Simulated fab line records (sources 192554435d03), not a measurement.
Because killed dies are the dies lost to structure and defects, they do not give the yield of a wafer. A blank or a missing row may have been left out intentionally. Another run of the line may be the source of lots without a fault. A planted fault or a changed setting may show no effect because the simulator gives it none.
fab line records	flow n5_finfet
[record] lots = 10	wafers = 29	last_day = 18
route steps=1938 shown HKMG_FIN@438 BEOL_M4@1111
lots untouched by any fault: they come from a run of this same line in which no faults occurred
start_h: the number of hours between the record's first day and the start of the first shown wafer of the lot	wait_h: how many hours have passed since the lot's step before this one	" same as the row above	L1.1+2: several wafers, shown together as one row	- no value present, or no start provided	* or withheld: withheld	< > ~ a bound
route shown NAME@n: a module of which the file shows steps, and the number in the route of the first	usual: the fault-free wafers' mean and standard deviation	same: alike in all rows	chamber/n: place in a boat	sites: the reading at each site	_std_site: standard deviation across them	_edge_site: mean of outer sites minus mean of inner sites	radius_mm: how far each site lies from the wafer's centre	mask NAME#n: copy n	behind: the last tool/chamber to shape the wafer	hold: why the lot was held/for how many hours/how that ended	device: transistor that didn't switch, given as n, p or np	end of line: the route-end tests of the same wafers	for a step that has no rows: nothing shown but its recipe	killed: the dies lost at the first sort to structure and to defects; this is not the yield of the wafer	map: per-die view of a wafer (x killed, . not killed, _ where there is no die)
set.NAME: setting as actually run; set.NAME@STEP: the setting as run at that earlier step	model.NAME: the simulator's own value behind a step, which no gauge read
steps of the route over a sample of lots; a table a step, a row a wafer
services: from which hour (start_h, from the record's first day; less than 0 if before it) a tool's chamber was out of use, for how many hours, and why
[[steps]]
[step N5_HKMG_FIN_ETCH_35]
[recipe] chemistry = N2/H2	target = SOC	target_depth_a = 2158	ion_energy_ev = 65	bias_w = 5	source_w = 3000	time_s = 243.4	pressure_mtorr = 30	n2_flow_sccm = 200	h2_flow_sccm = 200
[usual] drypump_motor_current_A = 5.7/0.64	oes_product_au = 0.82/0.1	rf_vpp_V = 141.2/0.95	showerhead_plenum_p_Torr = 2.49/0.064	throttle_valve_pct = 17.90/0.23
lot.wafer	tool	chamber	start_h	wait_h	drypump_motor_current_A	oes_product_au	rf_hours_counter_h	rf_vpp_V	showerhead_plenum_p_Torr	throttle_valve_pct
L365.2	rie_diel-03	2	74.51	0.0	4.8	0.69	253	140.5	2.52	17.99
L365.3	"	1	"	"	6.6	0.70	187	140.7	2.44	18.24
L365.4	"	2	"	"	4.8	0.69	-	141.3	2.52	17.97
L366.3	rie_diel-04	2	81.64	0.0	5.8	0.73	189	139.9	2.53	18.05
L366.5	"	0	"	"	5.5	0.78	-	141.5	2.45	17.81
L368.1	rie_diel-04	0	91.84	0.0	5.5	0.77	114	141.9	2.45	17.83
L368.2	"	2	"	"	5.8	0.73	192	141.0	2.53	18.07
L368.3	"	3	"	"	5.7	0.91	32	140.8	2.47	17.89
L369.3	rie_diel-06	0	103.27	0.0	5.2	0.88	33	141.4	2.49	17.86
L369.5	"	3	"	"	6.7	0.68	-	142.8	2.50	18.13
L369.6	"	0	"	"	5.2	0.88	-	142.1	2.49	17.84
L374.2	rie_diel-03	0	129.20	0.0	5.0	0.92	21	142.5	2.60	17.87
L374.5	"	3	"	"	6.6	0.97	-	143.7	2.70	17.41
L374.6	"	2	"	"	4.8	0.95	-	141.2	2.51	17.54
L377.1	rie_diel-04	2	150.42	0.0	5.8	0.71	216	141.6	2.52	18.09
L377.3	"	1	"	"	6.1	0.89	39	141.1	2.49	17.58
L377.4	"	1	"	"	6.1	0.90	-	140.9	2.49	17.59
L382.2	rie_diel-06	3	177.66	0.0	6.7	0.95	11	139.4	2.49	17.75
L382.4	"	2	"	"	5.4	0.71	224	140.5	2.42	18.23
L382.5	"	3	"	"	6.7	0.95	-	141.9	2.49	17.76
L385.1	rie_diel-06	3	196.72	0.0	6.7	0.92	18	141.4	2.49	17.76
L385.2	"	0	"	"	5.1	0.82	68	139.2	2.48	17.93
L385.5	"	2	"	"	5.4	0.70	-	139.6	2.42	18.21
L387.2	rie_diel-06	2	209.36	0.0	5.4	0.69	235	141.4	2.41	18.24
L387.4	"	3	"	"	6.7	0.92	22	143.2	2.48	17.77
L387.6	"	2	"	"	5.4	0.69	-	139.4	2.41	18.24
L388.2	rie_diel-04	2	216.48	0.0	5.9	0.68	241	140.4	2.51	18.15
L388.3	"	3	"	"	5.7	0.84	78	140.3	2.45	17.97
L388.6	"	2	"	"	5.9	0.68	-	140.6	2.51	18.16
[step N5_HKMG_FIN_NWFM_ALD_20]
[recipe] material = TiAlC	target_thk_a = 20	temp_c = 300	ald_precursor_family = TiCl4	ald_co_reactant = TEA	pulse_time_s = 3	purge_time_s = 2	co_reactant_purge_time_s = 2	co_reactant_pulse_time_s = 10	ald_cycles = 7	pressure_torr = 3
[usual] ald_cycles = 7/0	heater_power_w = 481/56	precursor_pulse_height_rel = 0.998/0.02
[same] co_reactant_purge_time_s = 2
lot.wafer	tool	chamber	start_h	wait_h	ald_cycles	heater_power_w	precursor_pulse_height_rel
L365.2	ald_metal-02	2	76.20	0.3	7	433	1.007
L365.3	"	0	"	"	7	539	0.982
L365.4	"	1	"	"	7	453	0.999
L366.3	ald_metal-03	0	83.30	0.1	7	470	0.963
L366.5	"	1	"	"	7	534	0.968
L368.1	ald_metal-02	0	93.49	0.3	7	541	1.006
L368.2	"	3	"	"	7	497	1.000
L368.3	"	2	"	"	7	427	0.979
L369.3	ald_metal-02	1	104.96	0.1	7	443	1.036
L369.5	"	2	"	"	7	446	1.016
L369.6	"	3	"	"	7	506	0.989
L374.2	ald_metal-02	3	130.85	0.3	7	507	1.007
L374.5	"	2	"	"	7	438	1.036
L374.6	"	1	"	"	7	463	1.016
L377.1	ald_metal-02	0	152.07	0.3	7	538	1.005
L377.3	"	3	"	"	7	489	0.967
L377.4	"	1	"	"	7	449	0.981
L382.2	ald_metal-01	0	179.31	0.3	7	420	0.966
L382.4	"	3	"	"	7	517	1.010
L382.5	"	2	"	"	7	602	1.031
L385.1	ald_metal-01	3	198.39	0.3	7	506	1.007
L385.2	"	2	"	"	7	577	1.035
L385.5	"	0	"	"	7	424	1.006
L387.2	ald_metal-03	3	211.01	0.3	7	396	1.042
L387.4	"	0	"	"	7	468	1.029
L387.6	"	1	"	"	7	519	1.016
L388.2	ald_metal-01	0	218.13	0.3	7	414	0.997
L388.3	"	1	"	"	7	541	1.009
L388.6	"	2	"	"	7	600	1.002
[step N5_HKMG_FIN_ALD_71]
[recipe] material = TiN	target_thk_a = 10	temp_c = 400	ald_precursor_family = TiCl4	ald_co_reactant = NH3	pulse_time_s = 1	purge_time_s = 3	co_reactant_purge_time_s = 2	co_reactant_pulse_time_s = 2	ald_cycles = 47	pressure_torr = 3
[usual] ald_cycles = 47/0	heater_power_w = 861/98	precursor_pulse_height_rel = 1.001/0.02
[same] co_reactant_purge_time_s = 2
lot.wafer	tool	chamber	start_h	wait_h	ald_cycles	heater_power_w	precursor_pulse_height_rel
L365.2	ald_metal-02	2	76.30	0.0	47	789	0.947
L365.3	"	0	"	"	47	1007	1.003
L365.4	"	1	"	"	47	796	1.004
L366.3	ald_metal-03	0	83.40	0.0	47	861	1.003
L366.5	"	1	"	"	47	919	0.978
L368.1	ald_metal-02	0	93.59	0.0	47	982	1.009
L368.2	"	3	"	"	47	918	1.006
L368.3	"	2	"	"	47	785	0.988
L369.3	ald_metal-02	1	105.06	0.0	47	807	0.931
L369.5	"	2	"	"	47	760	0.976
L369.6	"	3	"	"	47	881	1.009
L374.2	ald_metal-02	3	130.95	0.0	49	901	1.021
L374.5	"	2	"	"	49	798	1.010
L374.6	"	1	"	"	49	801	1.027
L377.1	ald_metal-02	0	152.17	0.0	49	999	1.024
L377.3	"	3	"	"	49	888	0.982
L377.4	"	1	"	"	49	805	1.011
L382.2	ald_metal-01	0	179.41	0.0	47	760	1.016
L382.4	"	3	"	"	47	934	0.980
L382.5	"	2	"	"	47	1064	1.012
L385.1	ald_metal-01	3	198.49	0.0	47	928	0.969
L385.2	"	2	"	"	47	1057	1.007
L385.5	"	0	"	"	47	771	1.018
L387.2	ald_metal-03	3	211.11	0.0	47	719	1.013
L387.4	"	0	"	"	47	836	0.983
L387.6	"	1	"	"	47	919	0.963
L388.2	ald_metal-01	0	218.23	0.0	47	753	1.042
L388.3	"	1	"	"	47	955	0.968
L388.6	"	2	"	"	47	1064	1.022
[step N5_HKMG_FIN_ALD_72]
[recipe] material = W	target_thk_a = 20	temp_c = 300	pressure_torr = 7.5	ald_precursor_family = WF6	ald_co_reactant = B2H6	pulse_time_s = 1	purge_time_s = 2	co_reactant_purge_time_s = 2	co_reactant_pulse_time_s = 3	ald_cycles = 7
[usual] ald_cycles = 7/0	heater_power_w = 476/65	precursor_pulse_height_rel = 0.997/0.022
[same] co_reactant_purge_time_s = 2
lot.wafer	tool	chamber	start_h	wait_h	ald_cycles	heater_power_w	precursor_pulse_height_rel
L365.2	cvd_w-02	1	77.86	0.2	7	422	1.022
L365.3	"	1	"	"	7	435	0.964
L365.4	"	0	"	"	7	382	0.945
L366.3	cvd_w-02	1	84.87	0.2	7	432	1.039
L366.5	"	0	"	"	7	392	0.994
L368.1	cvd_w-01	1	95.03	0.2	7	548	0.965
L368.2	"	0	"	"	7	502	1.013
L368.3	"	1	"	"	7	551	0.997
L369.3	cvd_w-02	1	106.69	0.2	7	425	0.972
L369.5	"	0	"	"	7	398	1.012
L369.6	"	1	"	"	7	430	0.978
L374.2	cvd_w-02	0	132.51	0.2	7	394	0.996
L374.5	"	0	"	"	7	377	1.004
L374.6	"	1	"	"	7	424	0.999
L377.1	cvd_w-02	1	153.61	0.2	7	431	0.970
L377.3	"	0	"	"	7	387	1.020
L377.4	"	1	"	"	7	443	1.001
L382.2	cvd_w-01	1	180.90	0.2	7	564	1.000
L382.4	"	0	"	"	7	520	0.972
L382.5	"	1	"	"	7	557	0.986
L385.1	cvd_w-01	0	199.94	0.2	7	504	0.998
L385.2	"	1	"	"	7	560	1.014
L385.5	"	1	"	"	7	552	1.001
L387.2	cvd_w-02	0	212.56	0.2	7	391	1.042
L387.4	"	0	"	"	7	385	0.993
L387.6	"	1	"	"	7	433	1.005
L388.2	cvd_w-02	1	219.68	0.2	7	424	0.991
L388.3	"	1	"	"	7	428	1.009
L388.6	"	0	"	"	7	385	0.994
[step N5_BEOL_M4_RC_MEAS_101]
[usual] DIBL_N = 36.0/1.6	DIBL_P = 36.1/2	IOFF_N = 0.160/0.029	IOFF_P = 0.21/0.039	ION_N = 675/13	ION_P = 464/8.8	SS_N = 71.5/0.58	SS_P = 73.3/0.65	VT_N = 250/3.3	VT_P = -249/3.6
lot.wafer	tool	chamber	start_h	wait_h	DIBL_N[mV/V]	DIBL_P[mV/V]	IOFF_N[nA/um]	IOFF_P[nA/um]	ION_N[uA/um]	ION_P[uA/um]	SS_N[mV/dec]	SS_P[mV/dec]	VT_N[mV]	VT_P[mV]
L365.2	prober-02	0	164.07	0.2	37.4	36.9	0.164	0.21	676	456	72.0	73.4	247	-252
L365.3	"	0	"	"	35.6	34.9	0.128	0.19	659	454	71.5	73.0	251	-253
L365.4	"	0	"	"	36.4	33.6	0.141	0.17	662	449	71.6	72.7	254	-255
L366.3	prober-01	0	169.61	0.3	37.5	36.4	0.174	0.24	666	460	71.8	74.0	251	-248
L366.5	"	0	"	"	36.0	34.5	0.149	0.21	667	460	71.1	72.7	251	-250
L368.1	prober-02	0	186.81	0.0	34.2	34.1	0.121	0.15	653	451	71.7	72.7	254	-259
L368.2	"	0	"	"	36.3	36.7	0.150	0.18	673	456	72.6	74.0	252	-255
L368.3	"	0	"	"	33.9	33.6	0.110	0.14	649	448	71.4	72.3	255	-259
L369.3	prober-02	0	191.35	0.3	33.7	35.3	0.146	0.19	678	463	71.2	73.1	250	-252
L369.5	"	0	"	"	32.2	33.5	0.118	0.17	675	466	70.8	72.7	253	-250
L369.6	"	0	"	"	35.7	37.8	0.175	0.23	678	463	70.7	73.7	247	-249
L374.2	prober-02	0	220.17	0.2	35.8	35.5	0.152	0.20	677	467	71.9	73.4	249	-253
L374.5	"	0	"	"	37.9	37.8	0.189	0.24	688	472	72.2	73.6	245	-248
L374.6	"	0	"	"	38.2	37.7	0.195	0.24	689	466	71.8	73.8	245	-248
L377.1	prober-02	0	238.06	0.0	35.3	34.1	0.140	0.19	682	470	70.5	73.3	250	-252
L377.3	"	0	"	"	35.9	35.1	0.156	0.20	679	472	70.8	72.9	250	-251
L377.4	"	0	"	"	36.4	35.6	0.167	0.21	695	474	72.1	73.4	247	-250
L382.2	prober-01	0	268.24	0.2	37.1	38.1	0.203	0.22	685	463	71.5	73.6	245	-248
L382.4	"	0	"	"	35.7	36.5	0.154	0.20	661	463	71.4	73.8	248	-248
L382.5	"	0	"	"	34.8	35.1	0.144	0.18	670	455	70.7	72.9	250	-253
L385.1	prober-02	0	301.11	0.0	35.4	35.1	0.146	0.20	695	478	71.2	72.2	249	-251
L385.2	"	0	"	"	36.8	36.5	0.159	0.22	675	466	71.7	73.2	251	-248
L385.5	"	0	"	"	38.6	39.2	0.210	0.27	706	479	72.0	74.0	247	-247
L388.2	prober-01	0	302.01	0.2	37.1	39.3	0.192	0.30	682	472	70.9	74.7	245	-242
L388.3	"	0	"	"	37.2	38.6	0.181	0.27	677	469	72.6	73.8	247	-246
L388.6	"	0	"	"	38.8	40.2	0.234	0.31	687	468	72.1	74.1	244	-242
L387.2	prober-02	0	303.43	0.2	34.6	33.6	0.128	0.19	664	462	70.7	72.0	253	-247
L387.4	"	0	"	"	35.0	35.3	0.139	0.21	657	458	71.5	72.9	253	-251
L387.6	"	0	"	"	37.1	37.7	0.180	0.25	682	465	71.9	74.1	247	-247
[[services]]
tool	chamber	start_h	hours	kind
ald_metal-03	2	53.08	30.6	repair
rie_diel-03	0	54.03	-	clean
rie_diel-06	3	81.71	6.0	repair
cvd_w-01	0	95.28	1.3	repair
rie_diel-03	-	97.60	2.8	pm
ald_metal-03	-	103.90	0.6	repair
cvd_w-01	1	105.29	8.7	repair
cvd_w-02	-	111.07	6.9	pm
rie_diel-04	1	120.81	9.9	repair
ald_metal-02	3	120.85	3.3	repair
rie_diel-06	3	135.20	-	clean
rie_diel-06	3	135.20	-	consumable_replace:focus_ring
rie_diel-06	3	135.20	16.4	scheduled_down
rie_diel-06	3	135.20	16.4	vent_cycle
rie_diel-04	0	148.13	8.1	repair
cvd_w-01	0	149.44	6.0	repair
cvd_w-02	0	154.36	4.9	repair
ald_metal-02	-	160.91	2.8	pm
ald_metal-01	1	166.47	37.5	repair
ald_metal-01	-	174.89	1.0	repair
cvd_w-02	-	175.31	28.1	pm
ald_metal-03	-	194.52	6.0	pm
ald_metal-01	-	202.97	0.9	repair
cvd_w-01	1	210.35	-	calibration
[[key]]
[first_sign] step = N5_HKMG_FIN_ALD_71	reading = ald_cycles	direction = up	sigmas = 99+	usual = *	struck = *
effect none on later readings
met_at N5_HKMG_FIN_ALD_71
struck_lots L374,L377
not_acting_at N5_HKMG_FIN_ETCH_35,N5_HKMG_FIN_NWFM_ALD_20,N5_HKMG_FIN_ALD_72
onset_between 105.06 130.95
[fault] kind = process_parameter_drift	tool = ald_metal-02	chamber = -	onset_h = 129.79	steps = N5_HKMG_FIN_ALD_71	channel = ald_cycles	offset = *	shape = step	end_h = 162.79	acts_in = *	stated = *
